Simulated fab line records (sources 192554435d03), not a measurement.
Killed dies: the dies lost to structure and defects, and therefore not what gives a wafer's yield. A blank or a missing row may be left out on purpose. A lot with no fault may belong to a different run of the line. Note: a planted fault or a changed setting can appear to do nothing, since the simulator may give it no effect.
Split-lot trial	flow n5-finfet	7 lots, 21 wafers read, on a route of 1938 steps

THE SPLIT
At N5_BEOL_M7_ILD_DEP_00 (deposits SiCOH lowk from DEMS/porogen, target thk 179.75 nm, time 33.4 s), the setting time-s was moved away from the recipe's 33.4 s on 6 of the 21 wafers read, by -9.8% to -3.8%. The other wafers ran this setting at the recipe's value.

Split to reading: the file shows no intervening step.

THE READING
SiCOH_lowk_of_BEOL_M7_ILD_DEP_00.thk-nm (the simulator's own value, which no gauge read), in nm, at N5_BEOL_M7_CURE_74 (cures SiCOH lowk, time 240 s). No usual value for it is given in the file. Average 154.1 nm, standard deviation 2.2 nm, over the 15 wafers here run with the recipe.

wafer	tool, chamber at the split	time-s as run, s	against the recipe	SiCOH_lowk_of_BEOL_M7_ILD_DEP_00.thk-nm, nm	against lot-mates on the recipe
L075.1	pecvd-04, 1	33.4	recipe	151.8	-
L075.2	pecvd-04, 0	33.4	recipe	154.8	-
L075.4	pecvd-04, 0	30.68	-8.1%	143.2	-10.1
L082.2	pecvd-04, 0	33.4	recipe	157.8	-
L082.3	pecvd-04, 2	33.4	recipe	152.8	-
L082.5	pecvd-04, 0	31.72	-5.0%	148.2	-7.1
L085.4	pecvd-04, 2	33.4	recipe	153.8	-
L085.5	pecvd-04, 0	33.4	recipe	155.8	-
L085.6	pecvd-04, 1	33.4	recipe	152.6	-
L086.2	pecvd-04, 0	32.12	-3.8%	151.6	+0.4
L086.3	pecvd-04, 1	33.4	recipe	151.2	-
L086.4	pecvd-04, 2	32.12	-3.8%	149	-2.2
L087.1	pecvd-04, 2	33.4	recipe	153	-
L087.2	pecvd-04, 0	33.4	recipe	155	-
L087.6	pecvd-04, 0	33.4	recipe	157.2	-
L089.1	pecvd-04, 2	33.4	recipe	153	-
L089.2	pecvd-04, 1	33.4	recipe	150.2	-
L089.4	pecvd-04, 0	33.4	recipe	157.4	-
L091.1	pecvd-04, 0	33.4	recipe	155.4	-
L091.4	pecvd-04, 2	30.13	-9.8%	143.2	-12.2
L091.6	pecvd-04, 0	30.13	-9.8%	143.8	-11.6

FIT RESULTS
A straight line over all 21 wafers: SiCOH_lowk_of_BEOL_M7_ILD_DEP_00.thk-nm changes by +1.14 nm for each +1% of time-s; r = +0.89; the points scatter about the line by 2.1 nm.
The same after taking each lot's own level away (the mean of its wafers on the recipe; 21 wafers): +1.17 nm for each +1%; r = +0.89; scatter 2.2 nm.
The reading moves by 11 nm for the largest change in time-s, on that fit.
From 151.20 to 155.40 nm: that is the span of the lots' own levels, equal to 1.9 times the standard deviation above.
The two slopes are in agreement: the lot-to-lot level therefore moves the slope only a little.
Check: -10.8 nm against its lot-mates is what the line predicts for one of the wafers moved furthest among these (-9.8%) when that wafer is left out of the fit. Against them it came out at -12.2 nm.

OTHER SPLITS ON THESE WAFERS
Other splits were also applied to these wafers ahead of the reading. Each is held against what the fit with the lots' levels taken away leaves over:
other split on the same wafers	wafers away from the commonest value	r with SiCOH_lowk_of_BEOL_M7_ILD_DEP_00.thk-nm (lot level and that fit taken away)
N5_BEOL_M1_COAT_61 spin-rpm	7	+0.22
N5_BEOL_M4_ALD_98 ald-cycles	10	+0.25
N5_BEOL_M4_TRENCH_ETCH_37 source-w	10	+0.09
N5_BEOL_M5_ETCH_72 bias-w	6	+0.27
N5_BEOL_M5_ETCH_62 source-w	8	-0.23
N5_BEOL_M6_PECVD_70 time-s	6	-0.23

THE WHOLE CHAIN: every reading that the file lists as answering this split, in the file's order
step	what it does	reading	change (the file's fit)	r (the file's)
N5_BEOL_M7_ILD_DEP_00	deposits SiCOH lowk from DEMS/porogen, target thk 179.75 nm, time 33.4 s	SiCOH_lowk_of_BEOL_M7_ILD_DEP_00.thk-nm (the simulator's own value, which no gauge read)	+1.36 nm for each +1% of the setting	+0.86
N5_BEOL_M7_CURE_74	cures SiCOH lowk, time 240 s	SiCOH_lowk_of_BEOL_M7_ILD_DEP_00.thk-nm (the simulator's own value, which no gauge read)	+1.18 nm for each +1% of the setting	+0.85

THE FILE'S OWN FIT
SiCOH_lowk_of_BEOL_M7_ILD_DEP_00.thk-nm changes by +1.18 nm for each +1% of time-s, r = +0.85.
